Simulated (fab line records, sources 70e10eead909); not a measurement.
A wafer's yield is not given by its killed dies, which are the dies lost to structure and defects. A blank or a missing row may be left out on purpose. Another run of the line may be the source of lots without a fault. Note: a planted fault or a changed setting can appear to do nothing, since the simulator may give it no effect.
Matching of chambers + flow nand_harc + ald_hk-01 running NHARC_A_WL_FILL_ALD_00: 4 sister chambers
The step deposits Al2O3, target thk 3 nm, pulse time 3 s, ald cycles 30. 14 wafers are shown with their chamber, then 7 later ones without.

EACH WAFER AND ITS CHAMBER
| wafer  | chamber | heater_power_w (W) | precursor_pulse_height_rel |
|--------|---------|--------------------|----------------------------|
| L590.4 | 0       | 479                | 0.988                      |
| L590.5 | 3       | 414                | 0.979                      |
| L590.6 | 0       | 471                | 1.016                      |
| L589.4 | 1       | 481                | 0.985                      |
| L589.5 | 1       | 479                | 1.014                      |
| L589.6 | 2       | 492                | 0.988                      |
| L592.1 | 1       | 492                | 0.988                      |
| L592.2 | 3       | 430                | 0.998                      |
| L592.4 | 2       | 487                | 1.000                      |
| L591.1 | 0       | 484                | 1.005                      |
| L591.3 | 2       | 487                | 1.031                      |
| L591.6 | 1       | 475                | 1.023                      |
| L594.1 | 2       | 492                | 0.988                      |
| L594.2 | 3       | 438                | 1.006                      |

SIGNATURES (averages over the wafers above)
| reading                    | chamber 0 | chamber 1 | chamber 2 | chamber 3 | scatter within a chamber |
|----------------------------|-----------|-----------|-----------|-----------|--------------------------|
| heater_power_w             | 478.00    | 481.75    | 489.50    | 427.33    | 7.54                     |
| precursor_pulse_height_rel | 1.00300   | 1.00250   | 1.00175   | 0.99433   | 0.0176                   |
Rule: distance of a wafer from a chamber = root of the sum over the readings of ((wafer's reading minus chamber's mean) / reading's scatter) squared. If the next closest chamber is less than 2 further off than the closest, the wafer can't be placed; otherwise it belongs to the closest. The scatter: the root of (the sum of the squares of (reading less its chamber's mean) over the shown wafers, divided by (wafers less chambers)).

WAFERS WITH NO CHAMBER GIVEN
| wafer  | heater_power_w (W) | precursor_pulse_height_rel |
|--------|--------------------|----------------------------|
| L594.3 | 465                | 1.031                      |
| L593.1 | 431                | 0.995                      |
| L593.2 | 473                | 0.995                      |
| L593.3 | 491                | 1.015                      |
| L595.1 | 420                | 1.009                      |
| L595.2 | 484                | 0.994                      |
| L595.5 | 429                | 0.975                      |

CHAMBER TAKEN BY EACH
| wafer  | from the rows above          | in truth |
|--------|------------------------------|----------|
| L594.3 | can't be placed: 0 or 1 or 2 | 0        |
| L593.1 | 3                            | 3        |
| L593.2 | can't be placed: 0 or 1 or 2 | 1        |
| L593.3 | can't be placed: 2 or 1 or 0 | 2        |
| L595.1 | 3                            | 3        |
| L595.2 | can't be placed: 1 or 2 or 0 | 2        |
| L595.5 | 3                            | 3        |
Placed correctly: 3 of 7. Can't be placed from these rows: 4 (the true chamber is among the candidates in 4). Placed wrongly: 0.
